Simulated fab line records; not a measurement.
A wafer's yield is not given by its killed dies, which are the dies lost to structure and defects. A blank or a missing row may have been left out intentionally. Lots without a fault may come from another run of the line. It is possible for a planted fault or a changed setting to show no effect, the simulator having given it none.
fab line records + flow n5-finfet
record
- lots=11
- wafers=32
- last-day=18
route steps=1938 shown BEOL_M14@1733
lots that met no fault: taken from a fault-free run of the same line
start-h: hours from the record's opening day to when the first of the lot's shown wafers began + wait-h: how many hours have passed since the lot's step before this one + " the same as in the row above + L1.1+2: a single row standing in for several wafers + - value missing, or start not given + * or withheld: withheld + < > ~ a bound
route shown NAME@n: names a module that has steps shown in the file, with the first one's number in the route + usual: mean/standard deviation of fault-free wafers + same: alike in all rows + chamber/n: place in a boat + sites: readings site by site + _std_site: their standard deviation + _edge_site: mean of outer sites minus mean of inner sites + radius-mm: how far each site lies from the wafer's centre + mask NAME#n: copy n + behind: the last tool/chamber to shape the wafer + hold: what put the lot on hold/how long, in hours/how the hold closed + device: the n, p or np transistor that did not switch + end of line: the tests these same wafers got at the end of their route + for a step that has no rows: nothing shown but its recipe + killed: count of dies lost to structure and defects at first sort (not the wafer's yield) + map: shows each die of a wafer: x if killed, . if not, _ if none is there
set.NAME: setting as actually run; set.NAME@STEP: the setting as run at that earlier step + model.NAME: the simulator's own value behind a step, which no gauge read
a sample of lots followed through the steps of the route, with each step as a table and each wafer as a row
services: when a tool's chamber went out of use (start-h, in hours from the record's first day, below 0 if earlier), for how many hours, and the reason
## steps
# step N5_BEOL_M14_STRIP_64
# recipe
- chemistry=O2
- power-w=600
- temp-c=60
- pressure-mtorr=30
- rf-frequency-hz=6e+07
- bias-power-w=0
- overash-fraction=0.3
- o2-flow-sccm=225
# usual
- drypump-motor-current-A=5.9/0.55
- oes-product-au=0.77/0.09
- rf-vpp-V=3.6/0.47
- showerhead-plenum-p-Torr=2.09/0.061
- throttle-valve-pct=16.69/0.22
| lot.wafer | tool        | chamber | start-h | wait-h | drypump-motor-current-A | oes-product-au | rf-hours-counter-h | rf-vpp-V | showerhead-plenum-p-Torr | throttle-valve-pct |
|-----------|-------------|---------|---------|--------|-------------------------|----------------|--------------------|----------|--------------------------|--------------------|
| L705.1    | rie-diel-06 | 3       | -       | -      | 5.0                     | 0.71           | 198                | 4.2      | 2.01                     | 16.42              |
| L705.4    | "           | 2       | "       | "      | 4.9                     | 0.66           | 232                | 3.8      | 2.15                     | 17.11              |
| L705.6    | "           | 0       | "       | "      | 5.8                     | 0.68           | -                  | 4.1      | 1.96                     | 16.94              |
| L710.1    | rie-diel-06 | 0       | -       | -      | 5.8                     | 0.67           | 248                | 4.2      | 1.96                     | 16.97              |
| L710.2    | "           | 3       | "       | "      | 5.1                     | 0.71           | 209                | 3.3      | 2.01                     | 16.46              |
| L710.4    | "           | 2       | "       | "      | 4.9                     | 0.66           | 244                | 2.9      | 2.14                     | 17.14              |
| L711.1    | rie-diel-02 | 1       | -       | -      | 6.8                     | 0.77           | 125                | 3.4      | 2.19                     | 16.41              |
| L711.3    | "           | 3       | "       | "      | 5.7                     | 0.67           | 249                | 3.7      | 2.08                     | 17.03              |
| L711.6    | "           | 1       | "       | "      | 6.7                     | 0.78           | -                  | 3.5      | 2.19                     | 16.42              |
| L716.2    | rie-diel-02 | 3       | -       | -      | 5.7                     | 1.00           | 1                  | 4.3      | 2.08                     | 16.55              |
| L716.4    | "           | 1       | "       | "      | 6.7                     | 0.77           | 135                | 3.6      | 2.18                     | 16.43              |
| L716.5    | "           | 0       | "       | "      | 5.7                     | 0.73           | -                  | 4.1      | 2.08                     | 16.84              |
| L715.3    | rie-diel-02 | 2       | -       | -      | 6.1                     | 0.73           | 171                | 4.1      | 2.08                     | 16.73              |
| L715.6    | "           | 1       | "       | "      | 6.7                     | 0.76           | -                  | 2.9      | 2.18                     | 16.46              |
| L725.1    | rie-diel-05 | 3       | -       | -      | 5.5                     | 0.79           | 115                | 2.8      | 2.02                     | 16.62              |
| L725.4    | "           | 1       | "       | "      | 6.7                     | 0.70           | 181                | 4.0      | 2.09                     | 16.48              |
| L725.6    | "           | 2       | "       | "      | 6.3                     | 0.96           | -                  | 3.2      | 2.06                     | 16.62              |
| L721.1    | rie-diel-05 | 1       | -       | -      | 6.7                     | 0.71           | 183                | 3.6      | 2.09                     | 16.47              |
| L721.3    | "           | 2       | "       | "      | 6.2                     | 0.96           | 8                  | 3.1      | 2.06                     | 16.62              |
| L721.5    | "           | 3       | "       | "      | 5.4                     | 0.78           | -                  | 3.7      | 2.02                     | 16.63              |
| L724.2    | rie-diel-02 | 0       | -       | -      | 5.7                     | 0.72           | 218                | 3.5      | 2.07                     | 16.87              |
| L724.5    | "           | 1       | "       | "      | 6.7                     | 0.75           | -                  | 3.8      | 2.18                     | 16.47              |
| L724.6    | "           | 0       | "       | "      | 5.7                     | 0.73           | -                  | 3.8      | 2.07                     | 16.87              |
| L723.3    | rie-diel-02 | 1       | -       | -      | 6.7                     | 0.75           | 155                | 4.0      | 2.18                     | 16.48              |
| L723.5    | "           | 0       | "       | "      | 5.7                     | 0.72           | -                  | 4.2      | 2.07                     | 16.86              |
| L723.6    | "           | 3       | "       | "      | 5.7                     | 0.92           | -                  | 3.4      | 2.07                     | 16.58              |
| L726.1    | rie-diel-02 | 1       | -       | -      | 6.7                     | 0.75           | 160                | 4.2      | 2.17                     | 16.48              |
| L726.3    | "           | 2       | "       | "      | 6.1                     | 0.71           | 192                | 3.5      | 2.08                     | 16.78              |
| L726.4    | "           | 2       | "       | "      | 6.1                     | 0.71           | -                  | 3.6      | 2.08                     | 16.77              |
| L728.1    | rie-diel-02 | 2       | -       | -      | 6.1                     | 0.71           | 192                | 3.1      | 2.08                     | 16.77              |
| L728.5    | "           | 1       | "       | "      | 6.7                     | 0.74           | -                  | 3.6      | 2.17                     | 16.49              |
| L728.6    | "           | 3       | "       | "      | 5.7                     | 0.90           | -                  | 4.6      | 2.07                     | 16.58              |
# step N5_BEOL_M14_DESCUM_33
# recipe
- chemistry=O2
- time-s=7.9
- source-power-w=50
- bias-power-w=20
- pressure-mtorr=20
- rf-frequency-hz=2.712e+07
- temp-c=40
- o2-flow-sccm=225
# usual
- drypump-motor-current-A=5.9/0.54
- oes-product-au=0.79/0.093
- rf-vpp-V=243.4/1.4
- showerhead-plenum-p-Torr=2.10/0.065
- throttle-valve-pct=20.43/0.21
| lot.wafer | tool        | chamber | start-h | wait-h | drypump-motor-current-A | oes-product-au | rf-hours-counter-h | rf-vpp-V | showerhead-plenum-p-Torr | throttle-valve-pct |
|-----------|-------------|---------|---------|--------|-------------------------|----------------|--------------------|----------|--------------------------|--------------------|
| L705.1    | rie-diel-06 | 0       | 250.63  | 0.1    | 5.8                     | 0.68           | 238                | 243.0    | 1.96                     | 20.61              |
| L705.4    | "           | 3       | "       | "      | 5.0                     | 0.71           | 199                | 241.5    | 2.01                     | 20.13              |
| L705.6    | "           | 1       | "       | "      | 5.5                     | 0.68           | -                  | 240.8    | 1.99                     | 20.94              |
| L710.1    | rie-diel-05 | 2       | 282.95  | 0.1    | 6.2                     | 0.68           | 229                | 241.7    | 2.07                     | 20.79              |
| L710.2    | "           | 1       | "       | "      | 6.6                     | 0.73           | 148                | 243.8    | 2.10                     | 20.11              |
| L710.4    | "           | 3       | "       | "      | 5.5                     | 0.82           | 80                 | 242.1    | 2.03                     | 20.35              |
| L711.1    | rie-diel-05 | 3       | 311.51  | 0.0    | 5.5                     | 0.80           | 90                 | 243.0    | 2.03                     | 20.39              |
| L711.3    | "           | 0       | "       | "      | 6.4                     | 0.78           | 139                | 243.6    | 2.08                     | 20.35              |
| L711.6    | "           | 0       | "       | "      | 6.4                     | 0.78           | -                  | 244.2    | 2.08                     | 20.36              |
| L716.2    | rie-diel-02 | 2       | 335.21  | 0.0    | 6.1                     | 0.73           | 167                | 242.8    | 2.08                     | 20.47              |
| L716.4    | "           | 3       | "       | "      | 5.7                     | 1.00           | 1                  | 242.8    | 2.08                     | 20.36              |
| L716.5    | "           | 3       | "       | "      | 5.7                     | 0.99           | -                  | 243.1    | 2.08                     | 20.37              |
| L715.3    | rie-diel-05 | 1       | 345.46  | 0.0    | 6.7                     | 0.72           | 169                | 243.8    | 2.09                     | 20.15              |
| L715.6    | "           | 0       | "       | "      | 6.4                     | 0.78           | -                  | 242.2    | 2.08                     | 20.38              |
| L725.1    | rie-diel-02 | 2       | 377.25  | 0.0    | 6.1                     | 0.73           | 183                | 241.9    | 2.07                     | 20.48              |
| L725.4    | "           | 1       | "       | "      | 6.7                     | 0.76           | 151                | 245.8    | 2.17                     | 20.15              |
| L725.6    | "           | 3       | "       | "      | 5.7                     | 0.94           | -                  | 242.6    | 2.07                     | 20.39              |
| L721.1    | rie-diel-06 | 1       | 382.81  | 0.1    | 5.5                     | 0.98           | 2                  | 244.5    | 2.24                     | 20.59              |
| L721.3    | "           | 2       | "       | "      | 4.9                     | 0.91           | 19                 | 244.0    | 2.13                     | 20.42              |
| L721.5    | "           | 1       | "       | "      | 5.5                     | 0.99           | -                  | 245.5    | 2.24                     | 20.59              |
| L724.2    | rie-diel-02 | 0       | 390.15  | 0.0    | 5.7                     | 0.72           | 218                | 243.2    | 2.07                     | 20.59              |
| L724.5    | "           | 0       | "       | "      | 5.7                     | 0.73           | -                  | 242.5    | 2.07                     | 20.62              |
| L724.6    | "           | 3       | "       | "      | 5.7                     | 0.91           | -                  | 242.9    | 2.07                     | 20.40              |
| L723.3    | rie-diel-06 | 2       | 391.58  | 0.0    | 4.9                     | 0.90           | 24                 | 244.3    | 2.13                     | 20.42              |
| L723.5    | "           | 0       | "       | "      | 5.8                     | 0.88           | -                  | 244.7    | 2.20                     | 20.39              |
| L723.6    | "           | 2       | "       | "      | 4.9                     | 0.90           | -                  | 243.7    | 2.13                     | 20.42              |
| L726.1    | rie-diel-06 | 2       | 404.31  | 0.5    | 4.9                     | 0.88           | 30                 | 243.1    | 2.13                     | 20.42              |
| L726.3    | "           | 1       | "       | "      | 5.5                     | 0.94           | 12                 | 245.3    | 2.24                     | 20.60              |
| L726.4    | "           | 0       | "       | "      | 5.8                     | 0.86           | -                  | 246.3    | 2.20                     | 20.40              |
| L728.1    | rie-diel-05 | 2       | 404.71  | 0.3    | 6.2                     | 0.94           | 14                 | 243.2    | 2.06                     | 20.47              |
| L728.5    | "           | 1       | "       | "      | 6.7                     | 0.71           | -                  | 243.0    | 2.08                     | 20.20              |
| L728.6    | "           | 2       | "       | "      | 6.2                     | 0.92           | -                  | 242.5    | 2.06                     | 20.46              |
# step N5_BEOL_M14_ETCH_68
# recipe
- chemistry=N2/H2
- target=SOC
- mask-material=SiARC
- source-w=3000
- bias-w=350
- temp-c=40
- time-s=450
- ion-energy-ev=200
- pressure-mtorr=30
- n2-flow-sccm=200
- h2-flow-sccm=200
# usual
- drypump-motor-current-A=5.9/0.54
- oes-product-au=0.79/0.093
- rf-vpp-V=524.2/2.5
- showerhead-plenum-p-Torr=2.55/0.083
- throttle-valve-pct=17.74/0.23
| lot.wafer | tool        | chamber | start-h | wait-h | drypump-motor-current-A | oes-product-au | rf-hours-counter-h | rf-vpp-V | showerhead-plenum-p-Torr | throttle-valve-pct |
|-----------|-------------|---------|---------|--------|-------------------------|----------------|--------------------|----------|--------------------------|--------------------|
| L705.1    | rie-diel-06 | 0       | 250.81  | 0.1    | 5.8                     | 0.68           | 238                | 520.5    | 2.40                     | 18.10              |
| L705.4    | "           | 3       | "       | "      | 5.0                     | 0.71           | 199                | 520.5    | 2.43                     | 17.46              |
| L705.6    | "           | 1       | "       | "      | 5.5                     | 0.69           | -                  | 521.0    | 2.41                     | 18.27              |
| L710.1    | rie-diel-05 | 2       | 283.14  | 0.1    | 6.3                     | 0.69           | 229                | 523.4    | 2.52                     | 18.30              |
| L710.2    | "           | 1       | "       | "      | 6.7                     | 0.74           | 148                | 521.8    | 2.54                     | 17.43              |
| L710.4    | "           | 3       | "       | "      | 5.5                     | 0.81           | 81                 | 523.0    | 2.47                     | 17.72              |
| L711.1    | rie-diel-05 | 3       | 311.69  | 0.1    | 5.5                     | 0.80           | 90                 | 521.3    | 2.47                     | 17.73              |
| L711.3    | "           | 0       | "       | "      | 6.4                     | 0.77           | 140                | 524.1    | 2.55                     | 17.75              |
| L711.6    | "           | 0       | "       | "      | 6.5                     | 0.77           | -                  | 524.2    | 2.55                     | 17.74              |
| L716.2    | rie-diel-02 | 2       | 335.39  | 0.1    | 6.1                     | 0.73           | 167                | 523.9    | 2.54                     | 17.89              |
| L716.4    | "           | 3       | "       | "      | 5.7                     | 0.98           | 1                  | 521.8    | 2.48                     | 17.42              |
| L716.5    | "           | 3       | "       | "      | 5.7                     | 0.99           | -                  | 522.9    | 2.48                     | 17.42              |
| L715.3    | rie-diel-05 | 1       | 345.64  | 0.1    | 6.7                     | 1.00           | 170                | 522.0    | 2.53                     | 17.47              |
| L715.6    | "           | 0       | "       | "      | 6.5                     | 1.07           | -                  | 525.6    | 2.54                     | 17.79              |
| L725.1    | rie-diel-02 | 2       | 377.43  | 0.1    | 6.1                     | 0.73           | 183                | 523.4    | 2.54                     | 17.93              |
| L725.4    | "           | 1       | "       | "      | 6.7                     | 0.76           | 151                | 525.8    | 2.64                     | 17.41              |
| L725.6    | "           | 3       | "       | "      | 5.7                     | 0.92           | -                  | 524.5    | 2.47                     | 17.44              |
| L721.1    | rie-diel-06 | 1       | 382.99  | 0.1    | 5.5                     | 0.99           | 2                  | 528.8    | 2.71                     | 17.87              |
| L721.3    | "           | 2       | "       | "      | 4.9                     | 0.92           | 20                 | 524.8    | 2.60                     | 17.76              |
| L721.5    | "           | 1       | "       | "      | 5.5                     | 0.99           | -                  | 530.1    | 2.71                     | 17.86              |
| L724.2    | rie-diel-02 | 0       | 390.33  | 0.1    | 5.7                     | 0.72           | 218                | 522.8    | 2.50                     | 17.82              |
| L724.5    | "           | 0       | "       | "      | 5.7                     | 0.72           | -                  | 523.4    | 2.50                     | 17.79              |
| L724.6    | "           | 3       | "       | "      | 5.7                     | 0.92           | -                  | 521.7    | 2.47                     | 17.46              |
| L723.3    | rie-diel-06 | 2       | 391.76  | 0.1    | 4.9                     | 0.91           | 24                 | 524.0    | 2.59                     | 17.77              |
| L723.5    | "           | 0       | "       | "      | 5.8                     | 0.87           | -                  | 527.6    | 2.69                     | 17.80              |
| L723.6    | "           | 2       | "       | "      | 4.9                     | 0.90           | -                  | 526.2    | 2.59                     | 17.77              |
| L726.1    | rie-diel-06 | 2       | 404.49  | 0.1    | 4.9                     | 0.89           | 30                 | 526.0    | 2.59                     | 17.79              |
| L726.3    | "           | 1       | "       | "      | 5.5                     | 0.95           | 12                 | 528.0    | 2.71                     | 17.88              |
| L726.4    | "           | 0       | "       | "      | 5.8                     | 0.86           | -                  | 527.3    | 2.69                     | 17.81              |
| L728.1    | rie-diel-05 | 2       | 404.90  | 0.1    | 6.3                     | 0.95           | 14                 | 523.2    | 2.51                     | 17.94              |
| L728.5    | "           | 1       | "       | "      | 6.7                     | 0.70           | -                  | 524.6    | 2.52                     | 17.52              |
| L728.6    | "           | 2       | "       | "      | 6.3                     | 0.95           | -                  | 523.0    | 2.51                     | 17.91              |
# step N5_BEOL_M14_OCD_MEAS_35
# usual
- trench-depth-nm=553/17
| lot.wafer | tool   | chamber | start-h | wait-h | trench-depth-nm |
|-----------|--------|---------|---------|--------|-----------------|
| L705.1    | ocd-02 | -       | 251.24  | 0.0    | 533             |
| L705.4    | "      | -       | "       | "      | 536             |
| L705.6    | "      | -       | "       | "      | 540             |
| L710.1    | ocd-02 | -       | 283.56  | 0.0    | 538             |
| L710.2    | "      | -       | "       | "      | 530             |
| L710.4    | "      | -       | "       | "      | 536             |
| L711.1    | ocd-01 | -       | 312.12  | 0.0    | 535             |
| L711.3    | "      | -       | "       | "      | 576             |
| L711.6    | "      | -       | "       | "      | 576             |
| L716.2    | ocd-02 | -       | 335.82  | 0.0    | 529             |
| L716.4    | "      | -       | "       | "      | 585             |
| L716.5    | "      | -       | "       | "      | 588             |
| L715.3    | ocd-01 | -       | 346.08  | 0.0    | 533             |
| L715.6    | "      | -       | "       | "      | 577             |
| L725.1    | ocd-01 | -       | 377.86  | 0.0    | 534             |
| L725.4    | "      | -       | "       | "      | 557             |
| L725.6    | "      | -       | "       | "      | 590             |
| L721.1    | ocd-01 | -       | 383.42  | 0.0    | 567             |
| L721.3    | "      | -       | "       | "      | 544             |
| L721.5    | "      | -       | "       | "      | 567             |
| L724.2    | ocd-02 | -       | 390.76  | 0.0    | 552             |
| L724.5    | "      | -       | "       | "      | 553             |
| L724.6    | "      | -       | "       | "      | 594             |
| L723.3    | ocd-01 | -       | 392.19  | 0.0    | 542             |
| L723.5    | "      | -       | "       | "      | 559             |
| L723.6    | "      | -       | "       | "      | 540             |
| L726.1    | ocd-02 | -       | 404.92  | 0.0    | 543             |
| L726.3    | "      | -       | "       | "      | 566             |
| L726.4    | "      | -       | "       | "      | 561             |
| L728.1    | ocd-01 | -       | 405.32  | 0.0    | 578             |
| L728.5    | "      | -       | "       | "      | 534             |
| L728.6    | "      | -       | "       | "      | 571             |
## services
| tool        | chamber | start-h | hours | kind                          |
|-------------|---------|---------|-------|-------------------------------|
| rie-diel-06 | -       | 227.77  | 0.4   | repair                        |
| rie-diel-05 | 3       | 229.94  | 6.9   | repair                        |
| rie-diel-05 | 2       | 235.44  | 7.4   | repair                        |
| rie-diel-05 | -       | 260.09  | 1.4   | repair                        |
| rie-diel-06 | 0       | 287.51  | -     | clean                         |
| rie-diel-06 | 0       | 287.51  | -     | consumable-replace:focus-ring |
| rie-diel-06 | 0       | 287.51  | -     | consumable-replace:showerhead |
| rie-diel-06 | 0       | 287.51  | 16.2  | scheduled-down                |
| rie-diel-06 | 0       | 287.51  | 16.2  | vent-cycle                    |
| rie-diel-02 | 0       | 294.09  | 10.7  | repair                        |
| rie-diel-06 | 2       | 303.85  | -     | clean                         |
| rie-diel-06 | 2       | 303.85  | -     | consumable-replace:focus-ring |
| rie-diel-06 | 2       | 303.85  | 30.6  | scheduled-down                |
| rie-diel-06 | 2       | 303.85  | 30.6  | vent-cycle                    |
| rie-diel-06 | 1       | 306.01  | 2.9   | repair                        |
| rie-diel-02 | 3       | 315.16  | -     | clean                         |
| rie-diel-02 | 3       | 315.16  | -     | consumable-replace:focus-ring |
| rie-diel-02 | 3       | 315.16  | 17.9  | scheduled-down                |
| rie-diel-02 | 3       | 315.16  | 17.9  | vent-cycle                    |
| rie-diel-06 | 1       | 359.91  | -     | clean                         |
| rie-diel-06 | 1       | 359.91  | -     | consumable-replace:focus-ring |
| rie-diel-06 | 1       | 359.91  | -     | consumable-replace:showerhead |
| rie-diel-05 | 2       | 387.56  | 4.7   | repair                        |
| rie-diel-02 | 0       | 399.87  | 14.4  | repair                        |
## key
first-sign
- step=N5_BEOL_M14_ETCH_68
- reading=oes-product-au
- direction=up
- sigmas=2.6
- usual=0.79
- struck=1.04
effect none on later readings
met-at N5_BEOL_M14_ETCH_68
struck-lots L715
struck-wafers L715.3,L715.6
not-acting-at N5_BEOL_M14_STRIP_64,N5_BEOL_M14_DESCUM_33,N5_BEOL_M14_OCD_MEAS_35
onset-between 311.69 345.64
fault
- kind=process-parameter-drift
- tool=rie-diel-05
- chamber=-
- onset-h=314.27
- steps=N5_BEOL_M14_ETCH_68
- channel=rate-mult
- offset=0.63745
- shape=step
- end-h=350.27
- scope=struck-wafers-only
